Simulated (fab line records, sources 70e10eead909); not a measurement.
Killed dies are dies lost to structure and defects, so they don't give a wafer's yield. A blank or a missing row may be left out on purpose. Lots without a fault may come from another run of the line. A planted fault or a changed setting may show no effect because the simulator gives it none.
fab line records | flow nand_harc
record lots=6 wafers=18 last_day=32
route steps=1302 shown A_M1@1181
lots that met no fault: from a run of the same line without faults
start_h: hours from the record's first day to the start of the lot's first wafer shown | wait_h: hours since the lot's step before | " the same as in the row above | L1.1+2: a row that stands for several wafers | - no value, or no start given | * or withheld: withheld | < > ~ a bound
route shown NAME@n: a module of which the file shows steps, and the number in the route of the first | usual: mean/standard deviation of fault-free wafers | same: alike in all rows | chamber/n: place in a boat | sites: the reading at each site | _std_site: their standard deviation | _edge_site: outer sites' mean less inner sites' | radius_mm: how far each site lies from the wafer's centre | mask NAME#n: copy n | behind: the tool/chamber that last shaped the wafer | hold: why the lot was held/for how many hours/how that ended | device: the transistor (n, p or np) that didn't switch | end of line: the same wafers' tests at the end of the route | a step without rows: its recipe alone | killed: dies lost to structure and defects at the first sort, not the wafer's yield | map: a wafer's dies, x killed, . not, _ none there
set.NAME: the setting as run; set.NAME@STEP: as run at that earlier step | model.NAME: the simulator's own value behind a step, which no gauge read
lots at some steps of the route; a table a step, a row a wafer
services: from which hour (start_h, from the record's first day; less than 0 if before it) a tool's chamber was out of use, for how many hours, and why
## steps
# step NHARC_A_M1_INSPECT_11
# usual raw_defect_count=83/43
# columns lot.wafer tool chamber start_h wait_h raw_defect_count
L551.2 defect_inspect-01 - 546.42 0.0 20
L551.3 " - " " 23
L551.4 " - " " 24
L553.3 defect_inspect-01 - 580.98 0.0 33
L553.4 " - " " 25
L553.5 " - " " 14
L554.1 defect_inspect-02 - 594.61 0.0 25
L554.2 " - " " 29
L554.4 " - " " 25
L558.1 defect_inspect-02 - 623.30 0.0 116
L558.2 " - " " 129
L558.5 " - " " 114
L566.1 defect_inspect-01 - 715.26 0.0 99
L566.2 " - " " 89
L566.6 " - " " 118
L568.1 defect_inspect-02 - 728.86 0.0 68
L568.5 " - " " 73
L568.6 " - " " 77
# step NHARC_A_M1_DESCUM_14
# recipe time_s=3 o2_flow_sccm=200 ar_flow_sccm=0 bias_power_w=0 chemistry=O2
# step NHARC_A_M1_ETCH_35
# recipe target_depth_a=400 overetch_a=120 time_s=43.94 ion_energy_ev=200 n2_flow_sccm=150 h2_flow_sccm=150 ar_flow_sccm=0 rf_w=400 bias_w=150 chemistry=N2/H2
# step NHARC_A_M1_ETCH_15
# recipe target_depth_a=1825 time_s=91.2 c4f8_flow_sccm=withheld ar_flow_sccm=400 rf_w=600 bias_w=300 chemistry=C4F8/Ar
# step NHARC_A_M1_CD_MEAS_16
# usual cd_nm=120.0/0.61
# columns lot.wafer tool chamber start_h wait_h cd_nm
L551.2 cd_sem-01 - 546.79 - 119.9
L551.3 " - " " 120.1
L551.4 " - " " 120.2
L553.3 cd_sem-01 - 581.35 - 120.3
L553.4 " - " " 120.8
L553.5 " - " " 120.8
L554.1 cd_sem-03 - 594.98 - 119.8
L554.2 " - " " 119.2
L554.4 " - " " 119.5
L558.1 cd_sem-01 - 623.66 - 120.0
L558.2 " - " " 119.0
L558.5 " - " " 119.3
L566.1 cd_sem-02 - 715.65 - 120.6
L566.2 " - " " 120.8
L566.6 " - " " 120.9
L568.1 cd_sem-01 - 729.22 - 120.4
L568.5 " - " " 121.0
L568.6 " - " " 120.0
# step NHARC_A_M1_STRIP_18
# recipe power_w=1000 n2_flow_sccm=150 h2_flow_sccm=150 ar_flow_sccm=0 bias_w=0 chemistry=N2/H2
# usual chamber_pressure_mTorr=30.002/0.028 drypump_motor_current_A=5.7/0.49 oes_product_au=1.001/0.0074 rf_vpp_V=90.6/0.97 showerhead_plenum_p_Torr=2.02/0.073 throttle_valve_pct=14.171/0.0095
# columns lot.wafer tool chamber start_h wait_h chamber_pressure_mTorr drypump_motor_current_A oes_product_au rf_hours_counter_h rf_vpp_V showerhead_plenum_p_Torr throttle_valve_pct
L551.2 rie_diel-01 2 546.86 0.1 30.028 5.2 1.013 10.1 89.3 1.94 14.177
L551.4 " 3 " " 29.975 6.5 1.003 9.7 89.2 2.01 14.173
L551.3 " 0 " " 30.004 5.5 0.993 8.6 89.0 1.96 14.189
L553.3 rie_diel-01 3 581.47 0.1 29.999 6.5 1.001 0.9 90.1 2.01 14.174
L553.4 " 0 " " 30.000 5.4 0.987 0.9 88.9 1.96 14.171
L553.5 " 2 " " 30.043 5.2 1.004 - 90.2 1.94 14.162
L554.4 rie_diel-07 0 595.05 0.1 30.007 6.3 1.004 6.0 89.9 1.92 14.177
L554.2 " 1 " " 29.995 6.1 1.009 4.4 91.9 1.98 14.172
L554.1 " 2 " " 30.000 5.0 1.006 6.9 89.3 2.04 14.172
L558.2 rie_diel-02 2 623.73 0.1 29.979 5.2 0.993 1.5 91.5 2.01 14.172
L558.1 " 0 " " 29.983 6.3 1.012 1.5 89.8 1.98 14.195
L558.5 " 1 " " 30.049 5.2 0.990 - 91.1 2.18 14.170
L566.1 rie_diel-07 0 715.72 0.1 30.063 6.3 0.988 3.8 90.2 1.92 14.189
L566.2 " 1 " " 30.037 6.1 0.993 4.2 92.4 1.98 14.167
L566.6 " 1 " " 30.015 6.1 1.006 - 90.5 1.98 14.183
L568.1 rie_diel-01 1 729.32 0.1 30.014 5.8 0.999 9.7 91.0 2.10 14.179
L568.6 " 0 " " 30.027 5.4 0.993 - 90.1 1.95 14.157
L568.5 " 1 " " 29.955 5.8 0.995 - 91.3 2.10 14.161
# step NHARC_A_M1_ETCH_28
# recipe target_depth_a=300 over_etch_frac=0.3 time_s=72.99 ion_energy_ev=150 cf4_flow_sccm=50 n2_flow_sccm=100 ar_flow_sccm=150 rf_w=300 bias_w=100 chemistry=CF4/N2
# usual chamber_pressure_mTorr=30.000/0.027 drypump_motor_current_A=5.7/0.5 oes_product_au=1.001/0.0074 rf_vpp_V=313.8/1.7 showerhead_plenum_p_Torr=2.60/0.089 throttle_valve_pct=19.792/0.0095
# columns lot.wafer tool chamber start_h wait_h chamber_pressure_mTorr drypump_motor_current_A oes_product_au rf_hours_counter_h rf_vpp_V showerhead_plenum_p_Torr throttle_valve_pct
L551.4 rie_diel-01 2 - - 30.007 5.1 0.999 10.1 312.7 2.51 19.796
L551.2 " 3 " " 29.988 6.5 0.995 9.8 315.4 2.59 19.789
L551.3 " 0 " " 30.044 5.4 1.004 8.7 312.5 2.53 19.788
L553.4 rie_diel-01 2 - - 30.033 5.2 1.009 1.2 311.3 2.51 19.802
L553.3 " 3 " " 30.029 6.5 0.999 0.9 312.9 2.59 19.790
L553.5 " 1 " " 29.981 5.8 1.022 - 315.7 2.70 19.783
L554.4 rie_diel-07 2 - - 29.950 5.0 0.993 6.9 313.4 2.62 19.785
L554.1 " 3 " " 29.999 5.8 1.006 6.2 314.4 2.74 19.786
L554.2 " 0 " " 29.993 6.3 0.991 6.0 311.3 2.49 19.791
L558.1 rie_diel-02 2 - - 30.014 5.2 1.006 1.5 313.2 2.59 19.795
L558.2 " 0 " " 29.975 6.4 1.023 1.6 313.1 2.56 19.791
L558.5 " 2 " " 30.028 5.3 1.004 - 313.7 2.59 19.797
L566.1 rie_diel-07 2 - - 29.993 5.0 1.010 3.7 314.6 2.62 19.800
L566.2 " 0 " " 29.997 6.3 0.990 3.9 311.4 2.48 19.803
L566.6 " 2 " " 29.980 5.0 1.004 - 315.3 2.62 19.804
L568.1 rie_diel-01 3 - - 30.024 6.5 0.981 8.8 315.0 2.59 19.788
L568.6 " 1 " " 30.004 5.8 1.001 - 316.1 2.69 19.773
L568.5 " 2 " " 30.018 5.2 1.000 - 310.6 2.50 19.794
# step NHARC_A_M1_STRIP_19
# recipe time_s=600 temp_c=30 chemistry=post_etch_residue_remover
# step NHARC_A_M1_DEGAS_29
# recipe temp_c=250 time_s=60
# step NHARC_A_M1_PRE_CLEAN_30
# recipe time_s=30 temp_c=280 gas=H2/He
# usual heater_power_w=450/32
# columns lot.wafer tool chamber start_h wait_h heater_power_w
L551.3 pvd_sputter-03 - - - 444
L551.4 " - " " 466
L551.2 " - " " 443
L553.4 pvd_sputter-02 - - - 413
L553.3 " - " " 455
L553.5 " - " " 412
L554.1 pvd_sputter-02 - - - 442
L554.2 " - " " 456
L554.4 " - " " 467
L558.1 pvd_sputter-03 - - - 426
L558.2 " - " " 451
L558.5 " - " " 430
L566.2 pvd_sputter-01 - - - 388
L566.1 " - " " 492
L566.6 " - " " 389
L568.1 pvd_sputter-03 - - - 436
L568.5 " - " " 466
L568.6 " - " " 438
# step NHARC_A_M1_PVD_20
# recipe target_thk_a=50 bias_v=168.6 power_w=15000 chamber_pressure_pa=0.12 time_s=8.06 substrate_temp_c=50 material=TaN
# step NHARC_A_M1_PVD_21
# recipe target_thk_a=300 chamber_pressure_pa=5 power_w=5000 substrate_temp_c=30 time_s=20.49 material=Cu
# usual cathode_dc_power_W=5000.1/0.92 throttle_valve_pct=29.9/1.2
# columns lot.wafer tool chamber start_h wait_h cathode_dc_power_W throttle_valve_pct
L551.4 pvd_sputter-03 - - - 5000.9 28.7
L551.2 " - " " 5000.9 29.5
L551.3 " - " " 5000.6 29.4
L553.4 pvd_sputter-02 - - - 4998.7 32.5
L553.3 " - " " 4999.1 31.7
L553.5 " - " " 4999.5 32.3
L554.2 pvd_sputter-02 - - - 5001.6 29.1
L554.4 " - " " 4999.8 32.4
L554.1 " - " " 5000.4 31.9
L558.1 pvd_sputter-03 - - - 5000.2 28.7
L558.2 " - " " 5000.4 29.3
L558.5 " - " " 4999.3 29.2
L566.1 pvd_sputter-01 - - - 5000.4 28.1
L566.2 " - " " 5001.3 30.7
L566.6 " - " " 5001.6 29.7
L568.1 pvd_sputter-03 - - - 5000.6 29.5
L568.6 " - " " 5001.2 29.7
L568.5 " - " " 4998.6 29.5
# step NHARC_A_M1_ECD_22
# recipe target_thk_a=4000 bath_temp_c=25 material=Cu
# usual bath_heat_duty_pct=6.0/0.86
# columns lot.wafer tool chamber start_h wait_h bath_heat_duty_pct
L551.2 ecd_cu-02 1 547.86 - 6.3
L551.4 " 1 " " 6.3
L551.3 " 0 " " 6.8
L553.4 ecd_cu-01 1 582.52 - 5.2
L553.3 " 0 " " 5.6
L553.5 " 1 " " 5.2
L554.2 ecd_cu-01 0 596.14 - 5.1
L554.1 " 1 " " 5.1
L554.4 " 0 " " 5.3
L558.1 ecd_cu-01 1 624.80 - 5.2
L558.2 " 0 " " 5.3
L558.5 " 1 " " 5.2
L566.1 ecd_cu-02 0 716.73 - 8.3
L566.2 " 1 " " 5.9
L566.6 " 0 " " 7.2
L568.1 ecd_cu-01 0 730.35 - 6.3
L568.6 " 1 " " 4.9
L568.5 " 0 " " 4.6
# step NHARC_A_M1_ANNEAL_31
# recipe temp_c=225 time_s=90
# usual wafer_temp_C_max=225.85/0.22
# columns lot.wafer tool chamber start_h wait_h wafer_temp_C_max
L551.2 rtp_anneal-01 0 548.29 - 225.31
L551.3 " 0 " " 225.72
L551.4 " 0 " " 226.02
L553.3 rtp_anneal-01 0 582.91 0.3 226.09
L553.4 " 0 " " 225.49
L553.5 " 0 " " 225.78
L554.1 rtp_anneal-02 0 596.51 0.3 225.82
L554.2 " 0 " " 226.02
L554.4 " 0 " " 226.15
L558.1 rtp_anneal-01 0 625.18 - 225.85
L558.2 " 0 " " 225.92
L558.5 " 0 " " 225.73
L566.1 rtp_anneal-01 0 717.11 - 226.06
L566.2 " 0 " " 225.72
L566.6 " 0 " " 225.71
L568.1 rtp_anneal-01 0 730.68 0.3 225.83
L568.5 " 0 " " 225.67
L568.6 " 0 " " 225.99
# step NHARC_A_M1_CMP_23
# recipe t_overpolish_s=20 target_thk_nm=154.34
# usual motor_current_A=12.0/1.3 slurry_flow_ml_min=150.0/0.43 time_to_endpoint_s=28.1/2.3
# columns lot.wafer tool chamber start_h wait_h motor_current_A slurry_flow_ml_min time_to_endpoint_s
L551.2 cmp-04 0 548.58 - 12.3 150.1 27.2
L551.4 " 2 " " 11.7 150.0 25.7
L551.3 " 3 " " 10.1 149.8 27.5
L553.3 cmp-04 3 583.18 - 10.2 149.7 28.8
L553.4 " 1 " " 12.6 149.9 26.9
L553.5 " 2 " " 11.5 149.7 24.8
L554.2 cmp-04 3 596.89 - 10.8 150.6 27.3
L554.1 " 0 " " 12.2 149.8 15.1
L554.4 " 1 " " 12.5 150.6 25.4
L558.1 cmp-01 1 625.53 - 11.5 149.8 13.1
L558.2 " 2 " " 14.9 150.3 26.7
L558.5 " 1 " " 12.5 150.0 11.2
L566.1 cmp-02 3 717.45 - 13.0 150.2 27.9
L566.2 " 1 " " 12.0 149.9 29.6
L566.6 " 0 " " 11.1 149.8 26.9
L568.1 cmp-02 0 731.12 - 11.8 150.4 28.0
L568.5 " 1 " " 11.7 149.9 29.5
L568.6 " 2 " " 10.0 150.1 28.5
# step NHARC_A_M1_THK_MEAS_24
# recipe thk_meas_gauge=xrf
# usual thk_nm=154.1/1.3
# columns lot.wafer tool chamber start_h wait_h thk_nm
L551.2 film_metro-02 - 548.90 - 151.6
L551.3 " - " " 153.7
L551.4 " - " " 153.3
L553.3 film_metro-01 - 583.47 - 154.3
L553.4 " - " " 153.6
L553.5 " - " " 151.7
L554.1 film_metro-02 - 597.18 - 155.3
L554.2 " - " " 154.6
L554.4 " - " " 155.6
L558.1 film_metro-01 - 625.84 - 152.3
L558.2 " - " " 153.7
L558.5 " - " " 155.0
L566.1 film_metro-02 - 717.77 - 154.5
L566.2 " - " " 154.2
L566.6 " - " " 152.0
L568.1 film_metro-02 - 731.35 - 154.2
L568.5 " - " " 158.0
L568.6 " - " " 152.4
## services
# columns tool chamber start_h hours kind
ecd_cu-02 - 523.00 3.8 repair
pvd_sputter-03 - 526.04 10.0 pm
cmp-02 - 526.50 4.0 pm
rie_diel-01 - 557.80 9.0 pm
rie_diel-07 1 564.32 15.5 repair
pvd_sputter-01 - 569.13 16.8 repair
rie_diel-02 - 570.74 9.0 pm
pvd_sputter-01 - 585.95 10.0 pm
cmp-04 - 590.75 2.5 repair
ecd_cu-02 - 596.00 8.0 pm
cmp-04 - 601.00 4.0 pm
rie_diel-07 1 614.71 5.5 repair
rie_diel-01 3 624.05 5.0 repair
rie_diel-01 1 625.60 4.1 repair
cmp-04 - 641.33 1.7 repair
pvd_sputter-02 - 642.53 10.0 pm
rie_diel-07 - 648.20 9.0 pm
rie_diel-01 0 652.84 15.8 repair
pvd_sputter-03 - 674.29 7.3 repair
ecd_cu-01 - 688.00 8.0 pm
cmp-04 - 699.00 4.0 pm
pvd_sputter-03 - 704.04 10.0 pm
rie_diel-07 3 709.68 1.7 repair
cmp-04 - 725.40 0.4 repair
## key
first_sign step=NHARC_A_M1_CMP_23 reading=time_to_endpoint_s direction=down sigmas=6.5 usual=* struck=*
effect none on later readings
met_at NHARC_A_M1_ECD_22
struck_wafers L554.1,L558.1,L558.5
sort_left_out L554.1,L558.1,L558.5
onset_between 582.52 596.14
fault kind=process_parameter_drift tool=ecd_cu-01 chamber=- onset_h=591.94 steps=NHARC_A_M1_ECD_22 channel=target_thk_a offset=* shape=step end_h=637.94 scope=struck_wafers_only acts_in=* stated=*
# sort_left_out: the simulated sort isn't trusted on such a fault, so these wafers' sort isn't shown, and their yield isn't known
